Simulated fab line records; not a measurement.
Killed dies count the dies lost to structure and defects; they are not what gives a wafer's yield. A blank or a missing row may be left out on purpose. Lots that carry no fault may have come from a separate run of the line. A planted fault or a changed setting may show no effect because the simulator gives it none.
A lot that was struck, set against a sound lot -- flow n5Finfet -- 16 steps out of a route of 1938
Sound: these wafers, L887.1, L887.3, L887.4. Struck: wafers L888.3, L888.4, L888.5. The cause is named last.
Each step with rows lists, per side, the tool, then ch with its chambers, then its first start. Under that, the readings that differ: sound wafers -- struck wafers -- difference of the means -- sigmas: that difference in standard deviations of wafers without a fault.
alike: readings whose means differ by less than 2 such deviations, and words and numbers that are the same on both sides. not compared: withheld readings, readings that some wafer has no value for, bounds like >300 that may hide the same value, and numbers for which the record gives no deviation and whose values overlap.
Wherever a step has rows on one side only, a row that says differs or no value, or a row with sigmas, the two part there. When numbers do not overlap yet have no deviation, they are printed without sigmas and do not part them. Lack of a reading on every wafer of one side parts them only where that side has two or more wafers.

first, 12 steps without rows for these wafers: N5_BEOL_M2_DESCUM_33 (chemistry O2, time 7 s); N5_BEOL_M2_ETCH_77 (etches underlayer in N2/H2, target depth 6.5 nm, time 5.2 s); N5_BEOL_M2_ETCH_69 (etches SiARC in CF4, target depth 15.6 nm, time 26 s); N5_BEOL_M2_ALD_98 (deposits SiO2, target thk 2.5 nm, pulse time 1 s, co reactant pulse time 1 s); N5_BEOL_M2_ETCHBACK_99 (etches SiO2 in CHF3, target depth 5 nm, time 10.4 s); N5_BEOL_M2_ETCH_70 (etches SOC in N2/H2, target depth 80 nm, overetch 24 nm, time 130 s); N5_BEOL_M2_STRIP_71 (strips in N2/H2); N5_BEOL_M2_STRIP_78 (strips in N2/H2); N5_BEOL_M2_VIA_ETCH_34 (etches the open film in C4F6/O2, target depth 69.4 nm, time 65.9 s); N5_BEOL_M2_STRIP_83 (strips in C4F6/O2); N5_BEOL_M2_STRIP_36 (strips in N2/H2); N5_BEOL_M2_TRENCH_ETCH_37 (etches SiOC in C4F6/O2, target depth 55.555 nm, time 29.2 s).
N5_BEOL_M2_ETCH_41: etches SiCN in CH3F/O2, target depth 29.9 nm, time 52.5 s.
  sound on rieDiel-01 ch 0,2,3, day 10 04:34; struck on rieDiel-01 ch 1,2,3, day 10 09:05
  no value came back on the struck wafers for any of 8 readings (CH3F_flow_sccm (sccm), O2_flow_sccm (sccm) and others); on the sound wafers CH3F_flow_sccm (sccm) reads 30.09 30.05 29.91
then, 1 step without rows for these wafers: N5_BEOL_M2_STRIP_97 (strips in N2/H2, time 10 s).
N5_BEOL_M4_RC_MEAS_101:
  the record has rows for the sound wafers here (prober-01 ch 0, day 11 02:31) and none for the struck ones
-- here the record skips 5 days between the struck wafers' starts before and after, leaving off in module BEOL_M4 and picking up in module PASSIVATION (first step shown: number 1936 of the route) --
N5_PASSIVATION_PROBE_49:
  sound on prober-01 at day 15 01:23; struck on prober-01 at day 15 06:50
reading,sound,struck,difference,sigmas
defectLimitedYield (%),92.5 91.9 91.6,0 0 0,-92,-66
killed_at_M0_to_M3,20 32 24,1110 1109 1106,+1083,+99 or more
killedDies,89 95 99,1180 1180 1180,+1086,+64
killedOnRim,18 14 20,152 152 152,+135,+34
sort_bin_5_function (%),4.7 4.7 4.7,96.7 96.9 96.6,+92.0,+99 or more
sortNPass,1091 1085 1081,0 0 0,-1086,-64
sortYieldPct (%),92.5 91.9 91.6,0 0 0,-92,-66
  alike: killed_at_M4_up, killedAtContacts, killedAtFrontEnd, killedAtOther, killedOpen, killedShort, sort_bin_6_memory

## WHERE THEY PART
First at N5_BEOL_M2_ETCH_41; last, within this record, at N5_PASSIVATION_PROBE_49.

WHY: the cause the simulator had injected
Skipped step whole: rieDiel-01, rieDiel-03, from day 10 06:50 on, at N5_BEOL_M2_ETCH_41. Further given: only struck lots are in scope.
